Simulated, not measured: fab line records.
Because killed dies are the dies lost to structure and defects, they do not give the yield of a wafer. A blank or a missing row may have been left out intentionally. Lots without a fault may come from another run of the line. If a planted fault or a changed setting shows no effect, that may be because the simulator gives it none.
Which of the tools did it? :: flow nand harc :: 12 lots with 36 wafers sampled at 5 steps, on a route of 1302 steps

== WHAT EACH GAUGE READ, for each wafer ==
NHARC_THIN_TSV_CD_MEAS_16. Usual: cd nm at 1000.3 nm, with a standard deviation of 2.1.
lot: L493
measured: day 24 22:08
on: cd sem-01
cd nm (nm): 1001.2 999.5 1000.2
flag: 

lot: L492
measured: day 24 21:07
on: cd sem-01
cd nm (nm): 999.0 1000.1 1003.6
flag: 

lot: L494
measured: day 24 23:23
on: cd sem-01
cd nm (nm): 1003.3 1001.8 999.6
flag: 

lot: L495
measured: day 25 09:25
on: cd sem-03
cd nm (nm): 996.6 999.2 996.0
flag: 

lot: L497
measured: day 25 15:08
on: cd sem-02
cd nm (nm): 998.6 999.3 1000.9
flag: 

lot: L499
measured: day 26 21:51
on: cd sem-03
cd nm (nm): 1000.8 1004.1 999.2
flag: 

lot: L500
measured: day 28 10:57
on: cd sem-03
cd nm (nm): 997.2 1000.6 1000.0
flag: 

lot: L505
measured: day 30 16:26
on: cd sem-01
cd nm (nm): 998.0 1001.0 1000.8
flag: 

lot: L509
measured: day 31 06:33
on: cd sem-02
cd nm (nm): 1001.0 999.8 994.2
flag: 

lot: L511
measured: day 32 04:43
on: cd sem-02
cd nm (nm): 1000.1 1003.4 1000.1
flag: 

lot: L513
measured: day 33 07:11
on: cd sem-02
cd nm (nm): 998.5 1001.1 1001.1
flag: 

lot: L514
measured: day 33 06:01
on: cd sem-03
cd nm (nm): 998.0 997.4 997.8
flag: 

NHARC_END_SORT_01. Usual: defect limited yield 91 %, standard deviation 3; killed at array 54, standard deviation 21; killed at other 1.0, standard deviation 1.2; killed at periphery 3.6, standard deviation 2.6; killed dies 58, standard deviation 20; killed open 3.3, standard deviation 1.9; killed short 2.6, standard deviation 1.5; sort_bin_2_pct 3.1 %, standard deviation 1.4; sort_bin_3_pct 0.6 %, standard deviation 0.37; sort_bin_4_pct 4.9 %, standard deviation 1.6; sort n pass 619, standard deviation 20; sort rim yield pct 91 %, standard deviation 4.3; sort yield pct 91 %, standard deviation 3.
lot: L497
measured: day 26 09:16
on: prober-02
defect limited yield (%): 95 94 95
killed at array: 23 32 24
killed at other: 0 1 3
killed at periphery: 9 10 6
killed dies: 32 43 33
killed open: 4 4 5
killed short: 4 1 2
sort_bin_2_pct (%): 0.9 1.5 1.6
sort_bin_3_pct (%): 0.3 0.7 0
sort_bin_4_pct (%): 3.5 4.1 3.2
sort n pass: 645 634 644
sort rim yield pct (%): 94 93 92
sort yield pct (%): 95 94 95
flag: 

lot: L505
measured: day 31 10:37
on: prober-01
defect limited yield (%): 86 0 0
killed at array: 93 65 73
killed at other: 0 612 597
killed at periphery: 4 0 7
killed dies: 97 677 677
killed open: 5 4 4
killed short: 2 1 4
sort_bin_2_pct (%): 5.5 93.4 92.5
sort_bin_3_pct (%): 0.9 1.0 0.7
sort_bin_4_pct (%): 8.0 5.6 6.8
sort n pass: 580 0 0
sort rim yield pct (%): 91 0 0
sort yield pct (%): 86 0 0
flag: OFF

lot: L509
measured: day 31 20:32
on: prober-02
defect limited yield (%): 89 0 90
killed at array: 66 58 69
killed at other: 1 616 0
killed at periphery: 6 3 1
killed dies: 73 677 70
killed open: 6 2 6
killed short: 2 4 4
sort_bin_2_pct (%): 4.0 94.2 4.6
sort_bin_3_pct (%): 0.6 0.4 1.0
sort_bin_4_pct (%): 6.2 5.3 4.7
sort n pass: 604 0 607
sort rim yield pct (%): 83 0 84
sort yield pct (%): 89 0 90
flag: OFF

== EACH LOT AND THE TOOL THAT RAN IT (in order: tool; ch and the chambers of the sampled wafers; start) ==
lot: L493
NHARC_A_BONDPAD_DEGAS_25: pvd sputter-01, day 24 06:03
NHARC_THIN_TSV_ETCHBACK_48: rie diel-08 ch 0,2, day 24 23:25
NHARC_THIN_TSV_DEGAS_49: pvd sputter-03, day 24 23:59

lot: L492
NHARC_A_BONDPAD_DEGAS_25: pvd sputter-03, day 24 07:34
NHARC_THIN_TSV_ETCHBACK_48: rie diel-08 ch 1,2,3, day 24 22:25
NHARC_THIN_TSV_DEGAS_49: pvd sputter-01, day 24 22:56

lot: L494
NHARC_A_BONDPAD_DEGAS_25: pvd sputter-02, day 24 08:56
NHARC_THIN_TSV_ETCHBACK_48: rie diel-08 ch 1,2,3, day 25 00:44
NHARC_THIN_TSV_DEGAS_49: pvd sputter-02, day 25 01:14

lot: L495
NHARC_A_BONDPAD_DEGAS_25: pvd sputter-03, day 24 17:18
NHARC_THIN_TSV_ETCHBACK_48: rie diel-09 ch 0,2, day 25 10:43
NHARC_THIN_TSV_DEGAS_49: pvd sputter-03, day 25 11:13

lot: L497
NHARC_A_BONDPAD_DEGAS_25: pvd sputter-02, day 24 23:26
NHARC_THIN_TSV_ETCHBACK_48: rie diel-09 ch 0,2,3, day 25 16:43
NHARC_THIN_TSV_DEGAS_49: pvd sputter-02, day 25 17:16

lot: L499
NHARC_A_BONDPAD_DEGAS_25: pvd sputter-03, day 26 04:38
NHARC_THIN_TSV_ETCHBACK_48: rie diel-13 ch 0,2, day 26 23:10
NHARC_THIN_TSV_DEGAS_49: pvd sputter-01, day 26 23:39

lot: L500
NHARC_A_BONDPAD_DEGAS_25: pvd sputter-03, day 27 19:36
NHARC_THIN_TSV_ETCHBACK_48: rie diel-08 ch 0,2, day 28 12:13
NHARC_THIN_TSV_DEGAS_49: pvd sputter-01, day 28 12:46

lot: L505
NHARC_A_BONDPAD_DEGAS_25: pvd sputter-03, day 30 00:40
NHARC_THIN_TSV_ETCHBACK_48: rie diel-09 ch 0,2, day 30 17:52
NHARC_THIN_TSV_DEGAS_49: pvd sputter-03, day 30 18:25

lot: L509
NHARC_A_BONDPAD_DEGAS_25: pvd sputter-02, day 30 15:25
NHARC_THIN_TSV_ETCHBACK_48: rie diel-09 ch 0,2,3, day 31 07:52
NHARC_THIN_TSV_DEGAS_49: pvd sputter-02, day 31 08:22

lot: L511
NHARC_A_BONDPAD_DEGAS_25: pvd sputter-01, day 31 05:28
NHARC_THIN_TSV_ETCHBACK_48: rie diel-13 ch 0,2,3, day 32 06:08
NHARC_THIN_TSV_DEGAS_49: pvd sputter-01, day 32 06:40

lot: L513
NHARC_A_BONDPAD_DEGAS_25: pvd sputter-03, day 32 14:35
NHARC_THIN_TSV_ETCHBACK_48: rie diel-13 ch 0,1,3, day 33 08:34
NHARC_THIN_TSV_DEGAS_49: pvd sputter-02, day 33 09:02

lot: L514
NHARC_A_BONDPAD_DEGAS_25: pvd sputter-03, day 32 15:41
NHARC_THIN_TSV_ETCHBACK_48: rie diel-08 ch 0,2,3, day 33 07:23
NHARC_THIN_TSV_DEGAS_49: pvd sputter-02, day 33 07:56
- NHARC_A_BONDPAD_DEGAS_25: time 60 s.
- NHARC_THIN_TSV_ETCHBACK_48: etches the open film in C4F8/Ar, target depth 1028.5 nm, time 405.17 s.
- NHARC_THIN_TSV_DEGAS_49: time 120 s.

== AS READ BY THE TOOLS THEMSELVES (means over the sampled wafers that have a number; for cases with no such wafer, the mark the record gives instead) ==
NHARC_A_BONDPAD_DEGAS_25. Usual: heater power w at 470 W, with a standard deviation of 40.
lot: L493
tool: pvd sputter-01
heater power w (W): 456
flag: 

lot: L492
tool: pvd sputter-03
heater power w (W): 478
flag: 

lot: L494
tool: pvd sputter-02
heater power w (W): 459
flag: 

lot: L495
tool: pvd sputter-03
heater power w (W): 497
flag: 

lot: L497
tool: pvd sputter-02
heater power w (W): 481
flag: 

lot: L499
tool: pvd sputter-03
heater power w (W): 455
flag: 

lot: L500
tool: pvd sputter-03
heater power w (W): 507
flag: 

lot: L505
tool: pvd sputter-03
heater power w (W): 477
flag: 

lot: L509
tool: pvd sputter-02
heater power w (W): 477
flag: 

lot: L511
tool: pvd sputter-01
heater power w (W): 404
flag: 

lot: L513
tool: pvd sputter-03
heater power w (W): 487
flag: 

lot: L514
tool: pvd sputter-03
heater power w (W): 478
flag: 

NHARC_THIN_TSV_ETCHBACK_48. Usual: oes product au 0.943 a.u., standard deviation 0.029; rf fwd power W 598.9 W, standard deviation 1.9; rf vpp V 546 V, standard deviation 3.4; run length s 426.7 s, standard deviation 0.43.
lot: L493
tool: rie diel-08
oes product au (a.u.): 0.979
rf fwd power W (W): 598.3
rf vpp V (V): 546
run length s (s): 426.4
flag: 

lot: L492
tool: rie diel-08
oes product au (a.u.): 0.965
rf fwd power W (W): 599.8
rf vpp V (V): 548
run length s (s): 426.8
flag: 

lot: L494
tool: rie diel-08
oes product au (a.u.): 0.987
rf fwd power W (W): 598.4
rf vpp V (V): 547
run length s (s): 426.8
flag: 

lot: L495
tool: rie diel-09
oes product au (a.u.): 0.917
rf fwd power W (W): 599.7
rf vpp V (V): 544
run length s (s): 426.1
flag: 

lot: L497
tool: rie diel-09
oes product au (a.u.): 0.954
rf fwd power W (W): 599.3
rf vpp V (V): 545
run length s (s): 426.7
flag: 

lot: L499
tool: rie diel-13
oes product au (a.u.): 0.929
rf fwd power W (W): 601.7
rf vpp V (V): 543
run length s (s): 426.7
flag: 

lot: L500
tool: rie diel-08
oes product au (a.u.): 0.915
rf fwd power W (W): 600.2
rf vpp V (V): 546
run length s (s): 426.3
flag: 

lot: L505
tool: rie diel-09
oes product au (a.u.): 0.926
rf fwd power W (W): 600.0
rf vpp V (V): 544
run length s (s): 256.7
flag: OFF

lot: L509
tool: rie diel-09
oes product au (a.u.): 0.959
rf fwd power W (W): 597.5
rf vpp V (V): 544
run length s (s): 342.1
flag: OFF

lot: L511
tool: rie diel-13
oes product au (a.u.): 0.927
rf fwd power W (W): 599.4
rf vpp V (V): 544
run length s (s): 426.5
flag: 

lot: L513
tool: rie diel-13
oes product au (a.u.): 0.968
rf fwd power W (W): 598.5
rf vpp V (V): 545
run length s (s): 426.8
flag: 

lot: L514
tool: rie diel-08
oes product au (a.u.): 0.915
rf fwd power W (W): 597.5
rf vpp V (V): 544
run length s (s): 426.7
flag: 

NHARC_THIN_TSV_DEGAS_49. Usual: heater power w at 461 W, with a standard deviation of 51.
lot: L493
tool: pvd sputter-03
heater power w (W): 502
flag: 

lot: L492
tool: pvd sputter-01
heater power w (W): 408
flag: 

lot: L494
tool: pvd sputter-02
heater power w (W): 476
flag: 

lot: L495
tool: pvd sputter-03
heater power w (W): 493
flag: 

lot: L497
tool: pvd sputter-02
heater power w (W): 479
flag: 

lot: L499
tool: pvd sputter-01
heater power w (W): 415
flag: 

lot: L500
tool: pvd sputter-01
heater power w (W): 439
flag: 

lot: L505
tool: pvd sputter-03
heater power w (W): 477
flag: 

lot: L509
tool: pvd sputter-02
heater power w (W): 474
flag: 

lot: L511
tool: pvd sputter-01
heater power w (W): 453
flag: 

lot: L513
tool: pvd sputter-02
heater power w (W): 483
flag: 

lot: L514
tool: pvd sputter-02
heater power w (W): 481
flag: 

== THE ANSWER, worked out from the rows above alone ==
Rule: take the mean of a lot's wafers that have a number; if it is more than 3 standard deviations from the usual mean, the lot is off. A lot without any number at a reading at which 4 lots or more have one is off too. Any other lot the step has rows for is counted as sound. Order of review: gauges by route order, followed by the tools' own readings, for which a lot's mean as printed above is used. The first step at which some lot is off is used, and at that step the reading that is off furthest; a lot without a number counts as furthest.
Off: L505, L509, at NHARC_END_SORT_01 (killed at other). Neither off nor sound, because the step has no rows for them: L493, L492, L494, L495, L499, L500, L511, L513, L514.
If a tool, at a process step before that reading, ran all the lots that are off and no sound lot after the first of them, it fits. The gauges at NHARC_END_SORT_01 aren't tried: what is off there is off at NHARC_THIN_TSV_ETCHBACK_48 too, on other tools, and a gauge's error can't cause that. One fits: rie diel-09 at NHARC_THIN_TSV_ETCHBACK_48. Its last sound lot is L497 (day 25 16:43), its first lot that is off L505 (day 30 17:52): a fault that began between those two fits.

== WHAT HAD BEEN PUT IN BY THE SIMULATOR ==
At NHARC_THIN_TSV_ETCHBACK_48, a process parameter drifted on rie diel-09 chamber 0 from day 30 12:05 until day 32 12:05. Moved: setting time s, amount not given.
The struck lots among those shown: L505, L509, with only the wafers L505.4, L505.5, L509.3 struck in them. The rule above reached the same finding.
